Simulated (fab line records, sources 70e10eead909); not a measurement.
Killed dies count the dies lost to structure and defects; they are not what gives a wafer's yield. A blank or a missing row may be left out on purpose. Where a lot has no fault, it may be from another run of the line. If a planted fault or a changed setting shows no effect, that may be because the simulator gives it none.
fab line records -- flow nand_harc
[record] lots = 10, wafers = 30, last_day = 33
route steps=1302 shown HYBRID_BOND@1243 THIN_TSV@1245 END@1302
lots that met no fault: from a run of the same line without faults
start_h: start of the lot's first displayed wafer, in hours after the record's first day -- wait_h: how many hours have passed since the lot's step before this one -- " as in the row above -- L1.1+2: one row covering several wafers at once -- - either no value or no given start -- * or withheld: withheld -- < > ~ a bound
route shown NAME@n: NAME is a module with steps in the file, n the number in the route of the first one -- usual: mean/standard deviation taken from wafers without a fault -- same: alike in all rows -- chamber/n: place in a boat -- sites: each site's reading -- _std_site: the standard deviation of these -- _edge_site: mean of outer sites minus mean of inner sites -- radius_mm: how far each site lies from the wafer's centre -- mask NAME#n: copy n -- behind: the most recent tool/chamber to have shaped the wafer -- hold: reason for holding the lot/hours on hold/outcome of the hold -- device: the transistor (n, p or np) that didn't switch -- end of line: the route-end tests of the same wafers -- a step with no rows: only its recipe -- killed: dies that structure and defects cost at the first sort, which is not the same as the wafer's yield -- map: a wafer's dies, marking killed ones x, the rest . and places with no die _
set.NAME: the setting that was run; set.NAME@STEP: the one run at that earlier step -- model.NAME: the simulator's own value behind a step, which no gauge read
one table for each step of the route and one row for each wafer, over a sample of lots
services: a tool's chamber out of use, with start hour (start_h, from the record's first day; less than 0 if before it), hours out, and reason
[[steps]]
[step NHARC_HYBRID_BOND_INSPECT_06]
[recipe] inspect_instrument = ir_void
[usual] raw_defect_count = 95/37
lot.wafer,tool,chamber,start_h,wait_h,raw_defect_count
L117.1,defect_inspect-01,-,553.71,0.0,103
L117.5,defect_inspect-01,-,553.71,0.0,100
L117.6,defect_inspect-01,-,553.71,0.0,100
L118.2,defect_inspect-02,-,553.71,0.1,112
L118.3,defect_inspect-02,-,553.71,0.1,114
L118.6,defect_inspect-02,-,553.71,0.1,86
L119.2,defect_inspect-02,-,571.21,0.1,32
L119.4,defect_inspect-02,-,571.21,0.1,37
L119.6,defect_inspect-02,-,571.21,0.1,33
L120.1,defect_inspect-01,-,594.87,0.0,60
L120.5,defect_inspect-01,-,594.87,0.0,65
L120.6,defect_inspect-01,-,594.87,0.0,61
L124.1,defect_inspect-01,-,610.00,0.0,115
L124.3,defect_inspect-01,-,610.00,0.0,111
L124.4,defect_inspect-01,-,610.00,0.0,126
L132.3,defect_inspect-01,-,680.59,0.1,50
L132.4,defect_inspect-01,-,680.59,0.1,50
L132.5,defect_inspect-01,-,680.59,0.1,64
L131.1,defect_inspect-01,-,680.60,0.1,77
L131.5,defect_inspect-01,-,680.60,0.1,75
L131.6,defect_inspect-01,-,680.60,0.1,91
L135.1,defect_inspect-02,-,723.40,0.0,78
L135.2,defect_inspect-02,-,723.40,0.0,92
L135.4,defect_inspect-02,-,723.40,0.0,80
L134.1,defect_inspect-01,-,735.15,0.0,42
L134.3,defect_inspect-01,-,735.15,0.0,30
L134.4,defect_inspect-01,-,735.15,0.0,24
L138.1,defect_inspect-01,-,753.39,0.1,127
L138.3,defect_inspect-01,-,753.39,0.1,112
L138.4,defect_inspect-01,-,753.39,0.1,150
[step NHARC_THIN_TSV_CMP_01]
[recipe] target_thk_um = 3
[usual] motor_current_A = 12.5/0.98
lot.wafer,tool,chamber,start_h,wait_h,motor_current_A
L117.1,cmp-01,3,555.13,1.1,11.7
L117.5,cmp-01,1,555.13,1.1,13.9
L117.6,cmp-01,2,555.13,1.1,13.5
L118.3,cmp-04,1,556.32,0.7,12.1
L118.2,cmp-04,2,556.32,0.7,13.4
L118.6,cmp-04,0,556.32,0.7,10.5
L119.4,cmp-03,3,572.64,0.5,12.6
L119.2,cmp-03,0,572.64,0.5,12.9
L119.6,cmp-03,1,572.64,0.5,11.8
L120.1,cmp-04,0,596.28,1.1,10.5
L120.6,cmp-04,2,596.28,1.1,13.7
L120.5,cmp-04,3,596.28,1.1,11.6
L124.1,cmp-01,0,611.42,1.1,12.3
L124.3,cmp-01,1,611.42,1.1,13.9
L124.4,cmp-01,2,611.42,1.1,14.3
L132.4,cmp-01,1,683.18,0.4,13.9
L132.3,cmp-01,0,683.18,0.4,12.2
L132.5,cmp-01,1,683.18,0.4,14.1
L131.1,cmp-04,1,685.66,1.1,12.2
L131.6,cmp-04,3,685.66,1.1,12.0
L131.5,cmp-04,0,685.66,1.1,10.6
L135.1,cmp-01,1,726.00,1.0,14.0
L135.4,cmp-01,2,726.00,1.0,14.1
L135.2,cmp-01,3,726.00,1.0,11.4
L134.1,cmp-03,3,736.54,1.0,12.9
L134.4,cmp-03,1,736.54,1.0,11.9
L134.3,cmp-03,2,736.54,1.0,13.5
L138.1,cmp-01,1,757.13,1.0,13.4
L138.3,cmp-01,2,757.13,1.0,13.0
L138.4,cmp-01,3,757.13,1.0,11.6
[step NHARC_THIN_TSV_DESCUM_14]
[recipe] time_s = 3, o2_flow_sccm = 200, ar_flow_sccm = 0, bias_power_w = 0, chemistry = O2
[usual] drypump_motor_current_A = 5.6/0.48, o2_flow_sccm = 200.0/0.59, oes_product_au = 1.003/0.0068, rf_vpp_V = 57.9/0.89, showerhead_plenum_p_Torr = 1.95/0.079, throttle_valve_pct = 11.312/0.009
lot.wafer,tool,chamber,start_h,wait_h,drypump_motor_current_A,o2_flow_sccm,oes_product_au,rf_hours_counter_h,rf_vpp_V,showerhead_plenum_p_Torr,throttle_valve_pct
L117.1,rie_diel-04,2,556.45,-,5.7,199.0,0.997,0,56.6,1.85,11.301
L117.5,rie_diel-04,0,556.45,-,5.6,200.1,1.012,-,58.6,1.86,11.313
L117.6,rie_diel-04,1,556.45,-,5.9,200.3,1.005,-,56.7,2.04,11.315
L118.3,rie_diel-04,3,557.79,-,5.4,200.1,1.004,1,59.2,1.95,11.324
L118.2,rie_diel-04,2,557.79,-,5.7,200.3,0.989,1,57.1,1.84,11.319
L118.6,rie_diel-04,0,557.79,-,5.6,199.9,1.013,-,58.5,1.86,11.312
L119.4,rie_diel-01,1,574.06,-,5.9,199.7,0.998,0,58.3,2.03,11.317
L119.2,rie_diel-01,3,574.06,-,5.5,200.6,0.993,0,55.9,2.02,11.323
L119.6,rie_diel-01,2,574.06,-,5.2,200.6,1.002,-,57.9,2.04,11.309
L120.1,rie_diel-04,0,597.71,-,5.6,201.2,1.006,4,57.1,1.86,11.304
L120.5,rie_diel-04,0,597.71,-,5.6,200.3,0.994,-,59.0,1.86,11.304
L120.6,rie_diel-04,1,597.71,-,5.9,200.2,0.993,-,59.7,2.04,11.316
L124.1,rie_diel-04,1,612.89,-,5.9,201.1,1.002,4,58.0,2.04,11.319
L124.4,rie_diel-04,2,612.89,-,5.7,200.5,0.996,3,57.5,1.84,11.298
L124.3,rie_diel-04,3,612.89,-,5.4,199.5,1.011,3,58.1,1.95,11.313
L132.3,rie_diel-11,2,684.68,-,6.5,200.5,0.998,5,56.8,1.97,11.313
L132.4,rie_diel-11,0,684.68,-,5.3,200.6,1.003,4,58.2,2.00,11.308
L132.5,rie_diel-11,1,684.68,-,4.9,199.2,0.992,-,59.0,1.90,11.314
L131.1,rie_diel-01,3,686.98,-,5.4,198.9,0.995,9,57.7,2.02,11.308
L131.5,rie_diel-01,2,686.98,-,5.3,199.6,1.004,-,58.8,2.04,11.319
L131.6,rie_diel-01,0,686.98,-,4.8,200.4,1.000,-,59.3,1.99,11.317
L135.4,rie_diel-04,1,727.48,-,5.9,199.8,1.005,0,59.5,2.04,11.302
L135.1,rie_diel-04,2,727.48,-,5.7,200.2,1.004,0,56.7,1.84,11.308
L135.2,rie_diel-04,0,727.48,-,5.6,199.4,1.011,0,58.0,1.86,11.314
L134.3,rie_diel-11,0,738.15,-,5.3,199.9,0.994,8,57.7,2.00,11.301
L134.1,rie_diel-11,1,738.15,-,4.9,200.0,1.010,8,57.7,1.89,11.316
L134.4,rie_diel-11,2,738.15,-,6.5,198.8,1.003,9,59.4,1.97,11.315
L138.1,rie_diel-04,1,758.60,-,5.9,199.9,1.004,2,58.0,2.04,11.311
L138.3,rie_diel-04,2,758.60,-,5.7,200.1,1.000,2,58.0,1.84,11.315
L138.4,rie_diel-04,3,758.60,-,5.4,199.0,1.023,2,58.6,1.95,11.310
[step NHARC_THIN_TSV_ETCH_44]
[recipe] target_depth_a = 15942, time_s = 797.1, cf4_flow_sccm = 150, o2_flow_sccm = 10, ar_flow_sccm = 0, rf_w = 300, bias_w = 800, chemistry = CF4/O2
[usual] bias_w = 800.3/2.5, drypump_motor_current_A = 5.6/0.49, o2_flow_sccm = 10.00/0.031, oes_product_au = 1.003/0.0074, rf_vpp_V = 797/4.5, run_length_s = 818.5/0.48, showerhead_plenum_p_Torr = 1.87/0.072, throttle_valve_pct = 16.915/0.0093
lot.wafer,tool,chamber,start_h,wait_h,bias_w,drypump_motor_current_A,o2_flow_sccm,oes_product_au,rf_hours_counter_h,rf_vpp_V,run_length_s,showerhead_plenum_p_Torr,throttle_valve_pct
L117.1,rie_diel-04,2,556.63,0.2,800.1,5.7,10.01,0.997,1,791,819.0,1.77,16.917
L117.5,rie_diel-04,0,556.63,0.2,800.1,5.6,9.96,1.011,-,792,818.3,1.79,16.933
L117.6,rie_diel-04,1,556.63,0.2,803.8,5.9,9.98,1.006,-,802,818.0,1.95,16.920
L118.3,rie_diel-04,1,557.99,0.2,801.8,5.9,9.98,1.004,1,801,818.0,1.95,16.911
L118.2,rie_diel-04,2,557.99,0.2,801.6,5.7,10.03,1.007,1,791,819.4,1.77,16.919
L118.6,rie_diel-04,3,557.99,0.2,799.3,5.4,9.98,1.011,-,797,817.5,1.87,16.916
L119.4,rie_diel-01,1,574.26,0.2,796.9,5.9,10.00,0.998,0,801,818.4,1.94,16.918
L119.2,rie_diel-01,2,574.26,0.2,804.3,5.3,10.00,1.011,0,800,818.4,1.94,16.914
L119.6,rie_diel-01,0,574.26,0.2,800.0,4.8,10.00,1.002,-,800,818.7,1.90,16.926
L120.1,rie_diel-04,0,597.96,0.2,799.7,5.6,9.97,0.999,4,794,818.3,1.79,16.907
L120.5,rie_diel-04,1,597.96,0.2,799.1,5.9,9.98,0.991,-,803,818.0,1.95,16.911
L120.6,rie_diel-04,2,597.96,0.2,799.7,5.7,9.99,1.001,-,791,819.5,1.77,16.921
L124.3,rie_diel-04,0,612.97,0.1,-,5.6,9.96,1.013,4,792,613.8,1.79,16.911
L124.4,rie_diel-04,1,612.97,0.1,797.7,5.9,10.01,1.004,4,802,817.9,1.95,16.903
L124.1,rie_diel-04,3,612.97,0.1,795.3,5.4,9.96,1.002,4,796,817.6,1.87,16.928
L132.3,rie_diel-11,1,684.81,0.1,799.8,4.9,10.03,1.006,5,793,818.4,1.82,16.915
L132.4,rie_diel-11,3,684.81,0.1,798.4,6.3,10.03,1.001,5,788,818.9,1.74,16.908
L132.5,rie_diel-11,1,684.81,0.1,799.0,4.9,10.08,1.009,-,792,819.0,1.82,16.929
L131.1,rie_diel-01,0,687.22,0.2,798.2,4.8,9.98,1.013,9,801,818.4,1.90,16.910
L131.5,rie_diel-01,2,687.22,0.2,800.4,5.3,9.98,0.997,-,800,818.5,1.94,16.918
L131.6,rie_diel-01,0,687.22,0.2,794.9,4.8,9.97,0.998,-,800,818.4,1.90,16.917
L135.4,rie_diel-04,3,727.57,0.1,798.3,5.5,10.05,1.011,1,796,817.7,1.87,16.914
L135.1,rie_diel-04,0,727.57,0.1,800.2,5.6,10.05,1.001,0,792,818.6,1.79,16.929
L135.2,rie_diel-04,1,727.57,0.1,800.0,5.9,9.99,0.994,1,800,817.9,1.95,16.917
L134.1,rie_diel-11,0,738.23,0.1,800.9,5.3,9.93,1.004,9,799,818.5,1.91,16.916
L134.4,rie_diel-11,2,738.23,0.1,798.1,6.5,10.04,0.998,9,798,819.1,1.88,16.913
L134.3,rie_diel-11,3,738.23,0.1,797.8,6.4,10.03,1.015,9,789,818.7,1.74,16.917
L138.3,rie_diel-04,1,758.69,0.1,800.4,5.9,9.97,1.000,2,803,818.1,1.95,16.917
L138.4,rie_diel-04,2,758.69,0.1,800.4,5.7,10.01,1.005,2,790,819.4,1.77,16.921
L138.1,rie_diel-04,0,758.69,0.1,794.9,5.6,9.96,1.005,2,791,818.7,1.79,16.913
[step NHARC_THIN_TSV_CD_MEAS_16]
[usual] cd_nm = 1000.2/1.1
lot.wafer,tool,chamber,start_h,wait_h,cd_nm
L117.1,cd_sem-02,-,557.23,0.1,1000.3
L117.5,cd_sem-02,-,557.23,0.1,1000.9
L117.6,cd_sem-02,-,557.23,0.1,999.9
L118.2,cd_sem-02,-,558.59,0.1,1001.0
L118.3,cd_sem-02,-,558.59,0.1,999.6
L118.6,cd_sem-02,-,558.59,0.1,1000.6
L119.2,cd_sem-03,-,574.86,0.1,997.5
L119.4,cd_sem-03,-,574.86,0.1,1000.3
L119.6,cd_sem-03,-,574.86,0.1,999.0
L120.1,cd_sem-02,-,598.51,0.1,1001.3
L120.5,cd_sem-02,-,598.51,0.1,1001.4
L120.6,cd_sem-02,-,598.51,0.1,1000.8
L124.1,cd_sem-01,-,613.68,0.1,1000.6
L124.3,cd_sem-01,-,613.68,0.1,1004.4
L124.4,cd_sem-01,-,613.68,0.1,999.6
L132.3,cd_sem-02,-,685.47,0.1,999.4
L132.4,cd_sem-02,-,685.47,0.1,1001.0
L132.5,cd_sem-02,-,685.47,0.1,1000.2
L131.1,cd_sem-02,-,687.92,0.2,999.0
L131.5,cd_sem-02,-,687.92,0.2,999.6
L131.6,cd_sem-02,-,687.92,0.2,999.8
L135.1,cd_sem-01,-,728.28,0.1,998.7
L135.2,cd_sem-01,-,728.28,0.1,1000.9
L135.4,cd_sem-01,-,728.28,0.1,999.6
L134.1,cd_sem-03,-,738.95,0.1,998.5
L134.3,cd_sem-03,-,738.95,0.1,999.5
L134.4,cd_sem-03,-,738.95,0.1,998.6
L138.1,cd_sem-01,-,759.40,0.1,1000.2
L138.3,cd_sem-01,-,759.40,0.1,1000.2
L138.4,cd_sem-01,-,759.40,0.1,999.1
[step NHARC_END_SORT_01]
[recipe] temp_c = 25
[usual] defect_limited_yield = 91.4/2.4, killed_at_array = 54/16, killed_at_other = 0.6/0.86, killed_at_periphery = 3.8/2.6, killed_dies = 58/16, killed_open = 3.3/1.8, killed_short = 2.7/1.7, sort_bin_2_pct = 3.1/1.1, sort_bin_3_pct = 0.7/0.39, sort_bin_4_pct = 4.8/1.3, sort_n_pass = 619/16, sort_rim_yield_pct = 89/6, sort_yield_pct = 91.4/2.4
[same] gross_dies = 677, sort_bin_5_pct[%] = 0, sort_bin_6_pct[%] = 0, sort_bin_7_pct[%] = 0, sort_bin_8_pct[%] = 0, sort_rim_n_gross = 106.00
lot.wafer,tool,chamber,start_h,wait_h,defect_limited_yield[%],killed_at_array,killed_at_other,killed_at_periphery,killed_dies,killed_open,killed_short,sort_bin_2_pct[%],sort_bin_3_pct[%],sort_bin_4_pct[%],sort_n_pass,sort_rim_yield_pct[%],sort_yield_pct[%]
L119.2,prober-02,0,591.30,2.8,95.1,30,0,3,33,5,2,1.2,0.1,3.5,644,92,95.1
L119.4,prober-02,0,592.88,3.4,95.6,24,0,6,30,6,3,1.3,0.4,2.7,647,90,95.6
L119.6,prober-02,0,594.45,3.9,94.7,30,3,3,36,3,4,0.6,0.4,4.3,641,92,94.7
L124.1,prober-02,0,627.61,2.5,87.7,80,2,1,83,2,2,4.3,1.0,6.9,594,96,87.7
L124.3,prober-02,0,629.23,3.1,0,83,590,4,677,7,5,91.7,1.5,6.8,0,0,0
L124.4,prober-02,0,630.04,3.4,90.3,64,1,1,66,1,1,5.0,0.3,4.4,611,94,90.3
L132.3,prober-01,0,702.37,3.1,94.4,35,1,2,38,2,2,2.7,0.4,2.5,639,88,94.4
L132.4,prober-01,0,703.16,3.4,95.0,30,0,4,34,4,2,2.4,0.1,2.5,643,88,95.0
L132.5,prober-01,0,703.96,3.7,92.8,43,1,5,49,4,2,2.8,0.1,4.3,628,85,92.8
L134.1,prober-01,0,754.70,2.5,94.1,36,1,3,40,6,3,1.5,0.3,4.1,637,89,94.1
L134.3,prober-01,0,756.29,3.1,96.3,23,1,1,25,3,0,1.2,0,2.5,652,91,96.3
L134.4,prober-01,0,757.09,3.4,95.6,27,0,3,30,4,6,1.6,0.4,2.4,647,92,95.6
// killed by level:class
L119.2 A_CHANNEL_HOLE_D2:chamber_film_flake=9 A_CONTACT:chamber_film_flake=8 P_ZERO_WELL:chamber_film_flake=2 A_CHANNEL_HOLE_D1:chamber_film_flake=2 A_DECK1_JOINT:chamber_film_flake=2 A_STAIRCASE:chamber_film_flake=2 P_CONTACT:geometric_particle:short=1 A_ONON_D1:geometric_particle:open=1
L119.4 A_DECK1_JOINT:chamber_film_flake=4 A_CONTACT:chamber_film_flake=4 A_CHANNEL_HOLE_D1:chamber_film_flake=3 A_CHANNEL_HOLE_D2:chamber_film_flake=3 P_M2:geometric_particle:open=2 P_GATE:chamber_film_flake=2 A_WL_FILL:geometric_particle:open=2 A_STAIRCASE:chamber_film_flake=2
L119.6 A_CHANNEL_HOLE_D2:chamber_film_flake=7 A_CONTACT:chamber_film_flake=6 A_STAIRCASE:chamber_film_flake=5 A_CHANNEL_HOLE_D1:chamber_film_flake=3 A_DECK1_JOINT:chamber_film_flake=3 THIN_TSV:chamber_film_flake=2 A_SOURCE_PLATE:geometric_particle:short=1 A_ONON_D1:geometric_particle:open=1
L124.1 A_CHANNEL_HOLE_D2:chamber_film_flake=36 A_CHANNEL_HOLE_D1:chamber_film_flake=31 A_BLC:chamber_film_flake=2 THIN_TSV:chamber_film_flake=2 A_SLIT:chamber_film_flake=2 A_WL_FILL:chamber_film_flake=2 A_CONTACT:chamber_film_flake=2 A_CHANNEL_FILL_D1:geometric_particle:open=1
L124.3 THIN_TSV:area_etch=590 A_CHANNEL_HOLE_D1:chamber_film_flake=34 A_CHANNEL_HOLE_D2:chamber_film_flake=33 P_M0:geometric_particle:open=2 A_CHANNEL_FILL_D1:geometric_particle:open=2 A_CONTACT:chamber_film_flake=2 P_GATE:geometric_particle:short=1 A_CHANNEL_FILL_D1:geometric_particle:short=1
L124.4 A_CHANNEL_HOLE_D2:chamber_film_flake=27 A_CHANNEL_HOLE_D1:chamber_film_flake=22 A_WL_FILL:chamber_film_flake=4 A_STAIRCASE:chamber_film_flake=3 A_BLC:chamber_film_flake=2 A_ONON_D1:geometric_particle:short=1 A_STAIRCASE:geometric_particle:open=1 P_STI:chamber_film_flake=1
L132.3 A_CHANNEL_HOLE_D2:chamber_film_flake=13 A_CHANNEL_HOLE_D1:chamber_film_flake=7 A_SLIT:chamber_film_flake=5 A_CHANNEL_FILL_D2:geometric_particle:open=2 P_M1:chamber_film_flake=2 A_CONTACT:chamber_film_flake=2 A_ONON_D1:geometric_particle:short=1 A_CHANNEL_FILL_D1:geometric_particle:short=1
L132.4 A_CHANNEL_HOLE_D2:chamber_film_flake=12 A_CHANNEL_HOLE_D1:chamber_film_flake=6 A_SLIT:chamber_film_flake=5 A_SOURCE_PLATE:geometric_particle:open=2 P_STI:chamber_film_flake=2 A_DECK1_JOINT:geometric_particle:open=1 A_ONON_D2:geometric_particle:short=1 A_BLC:geometric_particle:open=1
L132.5 A_CHANNEL_HOLE_D2:chamber_film_flake=14 A_CHANNEL_HOLE_D1:chamber_film_flake=10 A_CONTACT:chamber_film_flake=5 P_STI:chamber_film_flake=3 A_SLIT:chamber_film_flake=3 A_M1:chamber_film_flake=3 A_ZERO_WELL:chamber_film_flake=2 P_STI:geometric_particle:short=1
L134.1 A_CHANNEL_HOLE_D1:chamber_film_flake=12 A_SLIT:chamber_film_flake=8 A_CONTACT:chamber_film_flake=4 A_CHANNEL_FILL_D2:geometric_particle:open=2 A_M0:geometric_particle:open=2 A_STAIRCASE:chamber_film_flake=2 P_M0:geometric_particle:short=1 A_CHANNEL_FILL_D1:geometric_particle:short=1
L134.3 A_CHANNEL_HOLE_D1:chamber_film_flake=7 A_WL_FILL:chamber_film_flake=5 A_CONTACT:chamber_film_flake=4 A_SLIT:chamber_film_flake=3 A_ZERO_WELL:chamber_film_flake=2 P_GATE:geometric_particle:open=1 A_WL_FILL:geometric_particle:open=1 A_CONTACT:geometric_particle:open=1
L134.4 A_CHANNEL_HOLE_D1:chamber_film_flake=9 A_CONTACT:chamber_film_flake=5 A_CHANNEL_HOLE_D2:geometric_particle:open=2 A_CHANNEL_FILL_D1:chamber_film_flake=2 A_SLIT:chamber_film_flake=2 A_WL_FILL:chamber_film_flake=2 P_STI:geometric_particle:short=1 P_CONTACT:geometric_particle:open=1
[[services]]
tool,chamber,start_h,hours,kind
rie_diel-04,-,531.90,9.0,pm
rie_diel-04,0,531.90,9.0,vent_cycle
rie_diel-04,1,531.90,9.0,vent_cycle
cmp-03,-,539.37,1.5,repair
cmp-03,-,554.00,4.0,pm
rie_diel-01,-,557.80,9.0,pm
cmp-04,-,560.48,2.8,repair
rie_diel-11,1,569.09,6.0,repair
cmp-01,-,576.67,1.9,repair
cmp-04,-,583.31,3.7,repair
cmp-01,-,594.30,4.0,pm
cmp-04,-,601.00,4.0,pm
rie_diel-11,-,609.56,9.0,pm
cmp-03,-,629.03,69.1,repair
rie_diel-01,2,631.27,1.3,repair
rie_diel-04,3,649.65,5.8,repair
cmp-01,-,692.30,4.0,pm
cmp-04,-,699.00,4.0,pm
rie_diel-11,3,699.31,1.8,repair
rie_diel-04,-,708.90,9.0,pm
cmp-04,-,722.99,19.9,repair
rie_diel-01,-,734.80,9.0,pm
cmp-03,-,746.41,0.9,repair
cmp-04,-,748.16,7.4,repair
[[key]]
[first_sign] step = NHARC_THIN_TSV_ETCH_44, reading = run_length_s, direction = down, sigmas = 99+, usual = *, struck = *
[effect] step = NHARC_THIN_TSV_CD_MEAS_16, reading = cd_nm, direction = up, sigmas = 3.8, usual = 1000.2, struck = 1004.4
[effect] step = NHARC_END_SORT_01, reading = killed_at_other, direction = up, sigmas = 99+, usual = 0.6, struck = 590
[more_kills_born_at] NHARC_THIN_TSV_ETCH_44@rie_diel-04 = 590
met_at NHARC_THIN_TSV_ETCH_44
struck_lots L124
struck_wafers L124.3
later_rows_left_out L124.3
not_acting_at NHARC_HYBRID_BOND_INSPECT_06,NHARC_THIN_TSV_CMP_01,NHARC_THIN_TSV_DESCUM_14
onset_between 597.96 612.97
[fault] kind = process_parameter_drift, tool = rie_diel-04, chamber = 0, onset_h = 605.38, steps = NHARC_THIN_TSV_ETCH_44, channel = time_s, offset = *, shape = step, end_h = 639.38, acts_in = *, stated = *
// later_rows_left_out: the simulator's readings of these wafers behind a module that went badly wrong aren't trusted and aren't shown, but for the sort
